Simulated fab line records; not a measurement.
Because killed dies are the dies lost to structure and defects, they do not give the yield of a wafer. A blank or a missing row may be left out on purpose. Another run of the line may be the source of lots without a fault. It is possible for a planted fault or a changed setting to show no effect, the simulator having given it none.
Chamber matching	flow n5-finfet	N5_SDB_ETCH_25 on rie-diel-04 has 4 sister chambers
The step etches SiO2 in C4F6/O2, target depth 10 nm, time 3.3 s. 4 wafers are shown with their chamber, then 8 later ones without.

WAFERS PAIRED WITH THEIR CHAMBERS
wafer	chamber	rf-vpp-V (V)
L084.4	3	664
L084.5	1	661
L084.6	0	675
L086.1	2	669

WAFERS MISSING THEIR CHAMBER
wafer	rf-vpp-V (V)
L086.2	662
L086.6	668
L087.1	661
L087.2	668
L087.3	674
L097.2	664
L097.3	675
L097.6	667

CHAMBER TAKEN BY EACH
wafer	from the rows above	in truth
L086.2	can't be placed: 1 or 3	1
L086.6	2	2
L087.1	1	1
L087.2	2	2
L087.3	0	0
L097.2	3	3
L097.3	0	0
L097.6	can't be placed: 2 or 3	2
Correctly placed: 6 of 8. These rows do not allow placing 2 (true chamber among the candidates in 2). Number placed wrongly: 0.
How it was worked out, from the rows above alone: a wafer's distance from a chamber is the root of the sum, over the readings, of the square of ((its reading less the chamber's mean) divided by the reading's scatter). The wafer belongs to the nearest chamber; if the next one is less than 2 further off, it can't be placed. A chamber's mean is the mean of its shown wafers. The scatter (one wafer shown for each chamber): square how far every hidden wafer sits from the nearest shown wafer, average those squares and take the square root.
